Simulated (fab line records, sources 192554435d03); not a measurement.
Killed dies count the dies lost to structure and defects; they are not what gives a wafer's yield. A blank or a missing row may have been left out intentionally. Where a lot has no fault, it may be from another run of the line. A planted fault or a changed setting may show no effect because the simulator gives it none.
Chamber matching    flow n5_finfet    N5_BEOL_M5_ALD_86 on ald_metal-02: 4 sister chambers
The step deposits TaN, pulse time 2 s, purge time 3 s, co reactant purge time 2 s. 14 wafers are shown with their chamber, then 6 later ones without.

== WAFERS WITH THEIR CHAMBER ==
wafer   chamber  heater_power_w (W)  susceptor_temp_C (C)
L232.3  1        407                 274.85
L232.4  1        424                 275.19
L232.6  0        382                 274.92
L231.1  3        315                 275.03
L231.5  0        375                 275.20
L235.2  2        430                 274.47
L235.4  3        326                 274.87
L235.6  0        374                 275.31
L236.4  1        425                 274.85
L236.5  2        437                 274.97
L241.1  2        430                 275.21
L241.5  0        378                 275.21
L242.5  0        377                 274.83
L242.6  3        328                 275.00

SIGNATURES (averages over the wafers above)
reading           chamber 0  chamber 1  chamber 2  chamber 3  scatter within a chamber
heater_power_w    377.20     418.67     432.33     323.00     6.12
susceptor_temp_C  275.0940   274.9633   274.8833   274.9667   0.234
Rule: a wafer lies at a distance from a chamber equal to the root of the sum of squares, over the readings, of (its reading less the chamber's mean, divided by the reading's scatter). The wafer belongs to the nearest chamber; if the next one is less than 2 further off, it can't be placed. The scatter is the square root of a quotient: the sum, over the shown wafers, of each reading's squared deviation from its chamber's mean, divided by wafers minus chambers.

== WAFERS WITH NO CHAMBER GIVEN ==
wafer   heater_power_w (W)  susceptor_temp_C (C)
L251.1  384                 274.93
L251.4  322                 274.96
L251.5  391                 274.98
L253.1  434                 275.28
L253.2  381                 275.14
L253.6  416                 274.97

== WHICH CHAMBER EACH WENT THROUGH ==
wafer   from the rows above      in truth
L251.1  0                        0
L251.4  3                        3
L251.5  0                        0
L253.1  can't be placed: 2 or 1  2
L253.2  0                        0
L253.6  1                        1
Correct placement for 5 of the 6. These rows do not allow placing 1 (true chamber among the candidates in 1). Wrongly placed: 0.
